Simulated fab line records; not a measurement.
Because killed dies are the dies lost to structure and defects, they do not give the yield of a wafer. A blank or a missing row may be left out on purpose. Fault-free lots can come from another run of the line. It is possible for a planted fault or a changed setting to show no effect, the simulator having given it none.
Which tool was responsible? | flow n5Finfet | 12 lots, 36 wafers sampled, at 3 steps of a route of 1938

== WHAT THE GAUGES SHOWED, per wafer ==
N5_ILD0_THK_MEAS_04.
lot  | measured    | on           | thkNm (nm)
L075 | day 4 05:05 | filmMetro-02 | 196.5 197.9 197.5
L077 | day 4 07:39 | filmMetro-02 | 197.4 197.1 195.5
L079 | day 5 05:35 | filmMetro-01 | 198.1 196.3 198.0
L083 | day 6 01:27 | filmMetro-01 | 197.0 197.8 195.1
L084 | day 6 04:08 | filmMetro-02 | 197.4 196.1 197.0
L085 | day 6 13:10 | filmMetro-02 | 198.2 196.9 198.7
L087 | day 6 21:41 | filmMetro-02 | 196.8 197.3 197.6
L089 | day 7 09:04 | filmMetro-02 | 197.6 198.2 199.0
L091 | day 7 20:56 | filmMetro-02 | 197.6 196.5 197.2
L093 | day 8 14:19 | filmMetro-02 | 197.7 197.6 198.1
L095 | day 8 23:11 | filmMetro-01 | 197.3 196.9 197.7
L097 | day 9 15:50 | filmMetro-01 | 197.3 198.2 198.1

== TOOL THAT RAN EACH LOT (tool first, then ch and the chambers of the sampled wafers, then the start) ==
lot  | N5_SD_EPI_N_ETCH_35              | N5_SD_EPI_P_DESCUM_14
L075 | rieDiel-01 ch 0,2,3, day 3 06:45 | rieDiel-03 ch 0,1,2, day 3 10:59
L077 | rieDiel-02 ch 1,2,3, day 3 19:33 | rieDiel-05 ch 1,2,3, day 3 23:53
L079 | rieDiel-06 ch 0,1,2, day 4 17:34 | rieDiel-03 ch 0,3, day 4 21:54
L083 | rieDiel-01 ch 1,2, day 5 12:58   | rieDiel-03 ch 0,2,3, day 5 17:18
L084 | rieDiel-02 ch 2,3, day 5 16:15   | rieDiel-03 ch 0,1,3, day 5 20:47
L085 | rieDiel-06 ch 1,2, day 5 22:32   | rieDiel-03 ch 2,3, day 6 03:14
L087 | rieDiel-02 ch 1,2,3, day 6 09:08 | rieDiel-04 ch 0,1,3, day 6 13:57
L089 | rieDiel-01 ch 2,3, day 6 21:00   | rieDiel-05 ch 1,2,3, day 7 01:35
L091 | rieDiel-01 ch 2,3, day 7 08:37   | rieDiel-03 ch 0,1,3, day 7 13:19
L093 | rieDiel-06 ch 0,2,3, day 8 00:45 | rieDiel-04 ch 1,2,3, day 8 05:55
L095 | rieDiel-01 ch 0,2,3, day 8 09:57 | rieDiel-03 ch 0,1,2, day 8 15:16
L097 | rieDiel-01 ch 0,2,3, day 9 00:01 | rieDiel-04 ch 0,1,2, day 9 05:01
- N5_SD_EPI_N_ETCH_35: etches SOC in N2/H2, overetch 108 nm, time 486 s.
- N5_SD_EPI_P_DESCUM_14: chemistry O2, time 7.9 s.

== THE ANSWER, worked out from the rows above alone ==
Rule: the lots themselves supply what counts as usual. Put in order of their means at a reading, lots are off if they are a third of the lots or fewer, leave a main group of 4 or more, and stand apart from it by a gap of 3 or more times the standard deviation of the main group's means; of several such gaps the widest counts. A main group is skipped when, at the precision printed for the reading in the tables above, its means are all equal. A lot without any number at a reading at which 4 lots or more have one is off too. Where the step has rows for the other lots, those lots are counted as sound.
Across all readings shown, no lot is off: no conclusion can be drawn from this.

== WHAT THE SIMULATOR PUT IN ==
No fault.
